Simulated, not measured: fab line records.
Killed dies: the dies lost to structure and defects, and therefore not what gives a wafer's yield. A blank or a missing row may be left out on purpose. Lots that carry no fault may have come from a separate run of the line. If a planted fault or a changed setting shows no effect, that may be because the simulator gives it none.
Which tool was responsible?    flow n5Finfet    24 lots with 72 wafers sampled at 5 steps, on a route of 1938 steps

## WHAT THE GAUGES SHOWED, per wafer
N5_BEOL_M15_CD_MEAS_28: target cd 407.6 nm.
lot   measured      on        cdNm (nm)
L074  day 11 11:11  cdSem-03  408.3 406.2 407.4
L075  day 11 14:28  cdSem-03  407.1 406.8 406.9
L077  day 12 04:14  cdSem-01  407.5 408.2 409.6
L076  day 12 07:37  cdSem-02  408.0 407.3 408.1
L078  day 12 12:27  cdSem-02  408.4 407.3 406.7
L081  day 13 01:24  cdSem-02  407.3 407.6 407.1
L080  day 13 05:23  cdSem-03  407.4 406.1 406.6
L079  day 13 11:52  cdSem-01  409.4 410.0 409.3
L082  day 13 13:15  cdSem-03  408.1 409.7 409.5
L083  day 13 13:55  cdSem-03  406.2 404.8 406.2
L084  day 13 19:29  cdSem-03  409.3 410.1 408.7
L086  day 14 10:49  cdSem-03  406.5 407.5 406.9
L085  day 14 18:44  cdSem-03  407.8 407.9 408.0
L089  day 14 19:13  cdSem-02  406.4 406.0 406.5
L087  day 14 21:05  cdSem-03  405.2 405.4 406.8
L088  day 14 22:49  cdSem-02  407.9 407.0 406.8
L090  day 15 16:53  cdSem-02  409.9 409.9 408.3
L091  day 15 17:17  cdSem-02  408.3 408.6 408.8
L093  day 15 18:26  cdSem-02  410.1 409.8 409.3
L092  day 16 01:07  cdSem-02  408.7 409.5 408.5
L094  day 16 01:41  cdSem-03  408.7 408.3 408.1
L095  day 17 07:29  cdSem-03  408.9 408.4 408.0
L097  day 17 11:52  cdSem-02  407.3 406.9 408.0
L096  day 17 12:32  cdSem-03  409.2 409.7 410.1

N5_BEOL_M15_RS_MEAS_54: a four-point-probe measurement.
lot   measured      on            M15_RS (ohm/sq)
L074  day 11 16:47  filmMetro-01  0.02147 0.02161 0.02155
L075  day 11 17:24  filmMetro-02  0.02195 0.02236 0.02205
L077  day 12 07:57  filmMetro-02  0.02203 0.02189 0.02206
L076  day 12 11:52  filmMetro-02  0.02142 0.02131 0.0213
L078  day 12 14:57  filmMetro-02  0.02169 0.02168 0.02146
L081  day 13 05:26  filmMetro-02  0.02189 0.02185 0.02154
L080  day 13 09:04  filmMetro-01  0.02131 0.02171 0.02139
L079  day 13 15:53  filmMetro-01  0.02207 0.02136 0.02164
L082  day 13 16:55  filmMetro-02  0.02165 0.02194 0.02171
L083  day 13 18:35  filmMetro-02  0.02167 0.02137 0.02185
L084  day 13 23:11  filmMetro-01  0.022 0.0216 0.02188
L086  day 14 16:12  filmMetro-02  0.02154 0.02219 0.02192
L085  day 15 00:10  filmMetro-01  0.0217 0.02194 0.02162
L089  day 14 23:16  filmMetro-02  0.02192 0.02172 0.02104
L087  day 15 00:27  filmMetro-01  0.02206 0.02189 0.0221
L088  day 15 03:19  filmMetro-01  0.02204 0.02186 0.02193
L090  day 15 22:05  filmMetro-02  0.02153 0.02137 0.02184
L091  day 15 21:57  filmMetro-02  0.02151 0.02178 0.02142
L093  day 15 22:20  filmMetro-02  0.02158 0.0212 0.02169
L092  day 16 03:57  filmMetro-01  0.02179 0.02195 0.02198
L094  day 16 04:31  filmMetro-01  0.02162 0.02178 0.02131
L095  day 17 11:32  filmMetro-02  0.0214 0.02161 0.02161
L097  day 18 03:13  filmMetro-02  0.02208 0.02216 0.02227
L096  day 18 03:44  filmMetro-02  0.02185 0.02133 0.02129

N5_BEOL_M15_INSPECT_55: inspects for defects (darkfield).
lot   measured      on                rawDefectCount
L074  day 11 16:49  defectInspect-02  53 66 40
L075  day 11 17:26  defectInspect-01  60 99 39
L077  day 12 07:59  defectInspect-01  68 34 44
L076  day 12 11:53  defectInspect-01  85 69 74
L078  day 12 14:59  defectInspect-02  76 48 102
L081  day 13 05:27  defectInspect-01  72 61 56
L080  day 13 09:05  defectInspect-02  103 112 58
L079  day 13 15:55  defectInspect-02  84 63 54
L082  day 13 16:57  defectInspect-01  65 62 49
L083  day 13 18:37  defectInspect-01  43 74 49
L084  day 13 23:13  defectInspect-02  56 83 43
L086  day 14 16:13  defectInspect-02  90 69 76
L085  day 15 00:11  defectInspect-01  57 48 45
L089  day 14 23:17  defectInspect-01  82 112 50
L087  day 15 00:28  defectInspect-01  31 50 63
L088  day 15 03:20  defectInspect-02  37 45 62
L090  day 15 22:07  defectInspect-01  37 70 85
L091  day 15 22:07  defectInspect-01  62 60 41
L093  day 15 22:22  defectInspect-01  74 55 58
L092  day 16 03:58  defectInspect-01  39 48 52
L094  day 16 04:32  defectInspect-02  62 56 39
L095  day 17 11:33  defectInspect-02  44 106 82
L097  day 18 03:14  defectInspect-02  80 48 87
L096  day 18 03:46  defectInspect-01  54 49 53

## TOOL THAT RAN EACH LOT (tool first, then ch and the chambers of the sampled wafers, then the start)
lot   N5_BEOL_M15_DESCUM_33              N5_BEOL_M15_ETCH_38
L074  rieDiel-06 ch 1,2, day 11 11:16    rieDiel-06 ch 0,1, day 11 16:47 or earlier
L075  rieDiel-06 ch 0,1, day 11 15:16    rieDiel-02 ch 1,2,3, day 11 17:24 or earlier
L077  rieDiel-06 ch 0,1, day 12 04:25    rieDiel-01 ch 0,3, day 12 07:57 or earlier
L076  rieDiel-06 ch 1,2,3, day 12 07:43  rieDiel-01 ch 0,1,2, day 12 11:52 or earlier
L078  rieDiel-02 ch 0,1,2, day 12 12:32  rieDiel-06 ch 0,2,3, day 12 14:57 or earlier
L081  rieDiel-01 ch 1,2, day 13 01:29    rieDiel-01 ch 1,2,3, day 13 05:26 or earlier
L080  rieDiel-02 ch 0,2, day 13 05:28    rieDiel-01 ch 0,2,3, day 13 09:04 or earlier
L079  rieDiel-06 ch 0,1,3, day 13 12:09  rieDiel-06 ch 0,2, day 13 15:53 or earlier
L082  rieDiel-02 ch 0,1,2, day 13 13:20  rieDiel-01 ch 0,1,3, day 13 16:55 or earlier
L083  rieDiel-06 ch 1,2,3, day 13 14:00  rieDiel-01 ch 1,3, day 13 18:35 or earlier
L084  rieDiel-06 ch 0,1, day 13 19:34    rieDiel-06 ch 0,1,2, day 13 23:11 or earlier
L086  rieDiel-06 ch 0,1,3, day 14 11:03  rieDiel-01 ch 1,2, day 14 16:12 or earlier
L085  rieDiel-06 ch 0,1,2, day 14 18:50  rieDiel-06 ch 0,1,2, day 15 00:10 or earlier
L089  rieDiel-01 ch 0,2,3, day 14 19:28  rieDiel-01 ch 0,1,3, day 14 23:16 or earlier
L087  rieDiel-02 ch 0,2,3, day 14 21:17  rieDiel-01 ch 0,2, day 15 00:27 or earlier
L088  rieDiel-02 ch 0,1,3, day 14 22:56  rieDiel-06 ch 0,1,3, day 15 03:19 or earlier
L090  rieDiel-06 ch 0,1,3, day 15 16:58  rieDiel-06 ch 0,2,3, day 15 22:05 or earlier
L091  rieDiel-02 ch 0,1, day 15 17:22    rieDiel-02 ch 0,1,2, day 15 21:57 or earlier
L093  rieDiel-06 ch 2,3, day 15 18:31    rieDiel-02 ch 1,3, day 15 22:20 or earlier
L092  rieDiel-06 ch 0,2, day 16 01:12    rieDiel-01 ch 0,2,3, day 16 03:57 or earlier
L094  rieDiel-06 ch 1,2,3, day 16 02:04  rieDiel-01 ch 0,2,3, day 16 04:31 or earlier
L095  rieDiel-02 ch 0,2,3, day 17 07:35  rieDiel-02 ch 1,3, day 17 11:32 or earlier
L097  rieDiel-02 ch 1,2,3, day 17 11:57  rieDiel-01 ch 1,2, day 18 03:13 or earlier
L096  rieDiel-06 ch 1,3, day 17 12:37    rieDiel-01 ch 0,1, day 18 03:44 or earlier
- N5_BEOL_M15_DESCUM_33: chemistry O2, time 7.9 s.
- N5_BEOL_M15_ETCH_38: etches SiCN in CF4/N2, target depth 106.4 nm, time 120.5 s.

## AS READ BY THE TOOLS THEMSELVES (means over the sampled wafers that have a number; for cases with no such wafer, the mark the record gives instead)
N5_BEOL_M15_DESCUM_33.
lot   tool        chamberPressureMTorr (mTorr)  drypumpMotorCurrentA (A)  oesProductAu (a.u.)  rfVppV (V)  showerheadPlenumPTorr (Torr)  throttleValvePct (%)
L074  rieDiel-06  20.003                        5.0                       0.74                 242.2       2.00                          20.44
L075  rieDiel-06  19.997                        5.3                       0.73                 242.4       2.05                          20.64
L077  rieDiel-06  19.989                        5.3                       0.72                 242.2       2.05                          20.64
L076  rieDiel-06  19.977                        5.2                       0.82                 242.7       2.08                          20.29
L078  rieDiel-02  20.013                        5.5                       0.77                 243.0       2.06                          20.24
L081  rieDiel-01  20.010                        5.2                       0.69                 243.6       2.13                          20.59
L080  rieDiel-02  20.004                        5.2                       0.80                 243.5       2.13                          20.22
L079  rieDiel-06  19.999                        5.3                       0.79                 243.3       2.10                          20.42
L082  rieDiel-02  20.002                        5.5                       0.76                 243.3       2.06                          20.26
L083  rieDiel-06  20.011                        5.2                       0.80                 242.9       2.07                          20.32
L084  rieDiel-06  20.011                        5.4                       0.71                 242.7       2.05                          20.66
L086  rieDiel-06  20.002                        5.3                       0.78                 243.4       2.10                          20.44
L085  rieDiel-06  19.980                        5.2                       0.70                 242.1       2.01                          20.57
L089  rieDiel-01  20.011                        5.8                       0.79                 242.2       2.02                          20.25
L087  rieDiel-02  20.017                        5.4                       0.75                 242.2       2.09                          20.33
L088  rieDiel-02  19.997                        5.8                       0.76                 242.9       2.09                          20.30
L090  rieDiel-06  19.997                        5.4                       0.78                 242.8       2.09                          20.44
L091  rieDiel-02  19.985                        5.6                       0.78                 244.3       2.13                          20.24
L093  rieDiel-06  20.024                        5.2                       0.77                 242.6       2.06                          20.29
L092  rieDiel-06  20.014                        5.4                       0.70                 242.6       2.03                          20.65
L094  rieDiel-06  20.009                        5.2                       0.78                 242.8       2.07                          20.33
L095  rieDiel-02  19.993                        5.4                       0.74                 243.7       2.08                          20.37
L097  rieDiel-02  20.005                        5.7                       0.71                 242.8       2.01                          20.39
L096  rieDiel-06  20.002                        5.4                       0.84                 244.9       2.15                          20.23

N5_BEOL_M15_ETCH_38.
lot   tool        cf4FlowSccm (sccm)  chamberPressureMTorr (mTorr)  drypumpMotorCurrentA (A)  oesProductAu (a.u.)  rfVppV (V)  showerheadPlenumPTorr (Torr)  throttleValvePct (%)
L074  rieDiel-06  59.98               39.97                         5.1                       0.74                 381.6       2.15                          15.61
L075  rieDiel-02  60.04               39.96                         5.7                       0.75                 380.5       2.14                          15.39
L077  rieDiel-01  59.98               40.02                         5.5                       0.85                 379.3       2.09                          15.23
L076  rieDiel-01  60.04               40.03                         5.5                       0.71                 381.8       2.16                          15.47
L078  rieDiel-06  59.91               40.02                         5.4                       0.80                 381.5       2.22                          15.44
L081  rieDiel-01  59.90               39.99                         5.6                       0.79                 383.0       2.21                          15.42
L080  rieDiel-01  59.93               39.98                         5.8                       0.81                 379.8       2.13                          15.27
L079  rieDiel-06  59.88               40.01                         5.2                       0.71                 381.0       2.14                          15.64
L082  rieDiel-01  59.95               39.99                         5.3                       0.80                 380.2       2.16                          15.40
L083  rieDiel-01  60.08               40.02                         5.4                       0.87                 382.1       2.21                          15.33
L084  rieDiel-06  60.02               40.01                         5.2                       0.71                 381.3       2.14                          15.65
L086  rieDiel-01  59.88               39.97                         5.2                       0.68                 382.2       2.24                          15.67
L085  rieDiel-06  59.88               40.02                         5.1                       0.71                 380.2       2.14                          15.66
L089  rieDiel-01  60.10               40.03                         5.3                       0.79                 380.5       2.16                          15.42
L087  rieDiel-01  60.31               39.99                         6.0                       0.70                 380.7       2.13                          15.38
L088  rieDiel-06  60.14               40.00                         5.3                       0.78                 382.6       2.21                          15.49
L090  rieDiel-06  60.06               39.97                         5.3                       0.77                 382.0       2.21                          15.49
L091  rieDiel-02  59.89               39.99                         5.5                       0.74                 381.1       2.17                          15.35
L093  rieDiel-02  60.23               40.02                         6.0                       0.74                 382.7       2.17                          15.46
L092  rieDiel-01  60.08               39.99                         5.8                       0.78                 380.2       2.13                          15.31
L094  rieDiel-01  60.03               40.02                         5.8                       0.78                 380.9       2.13                          15.30
L095  rieDiel-02  59.93               39.99                         6.0                       0.72                 380.4       2.16                          15.48
L097  rieDiel-01  59.96               39.98                         5.2                       0.87                 383.1       2.23                          15.37
L096  rieDiel-01  59.85               39.99                         5.1                       0.81                 379.2       2.11                          15.36

## THE ANSWER, worked out from the rows above alone
Rule: usual is defined by the lots themselves. The widest of any qualifying gaps counts: lots, ordered by their means at a reading, are off when they make up no more than a third of the lots, leave a main group of 4 or more, and stand apart from it by 3 or more times the standard deviation of that group's means. A main group whose means are all the same, to the digits that the tables above print for the reading, isn't used. Also off: a lot with no number at a reading for which 4 or more lots have one. All remaining lots with rows at the step are treated as sound. After the gauges, taken in route order, come the tools' own readings; for these a lot's mean is taken, as printed above. At the first step where some lot is off, the reading lying furthest off is the one used; lots without a number count as furthest.
None of the lots is off at any reading shown; this tells nothing.

## WHAT THE SIMULATOR HAD INSERTED
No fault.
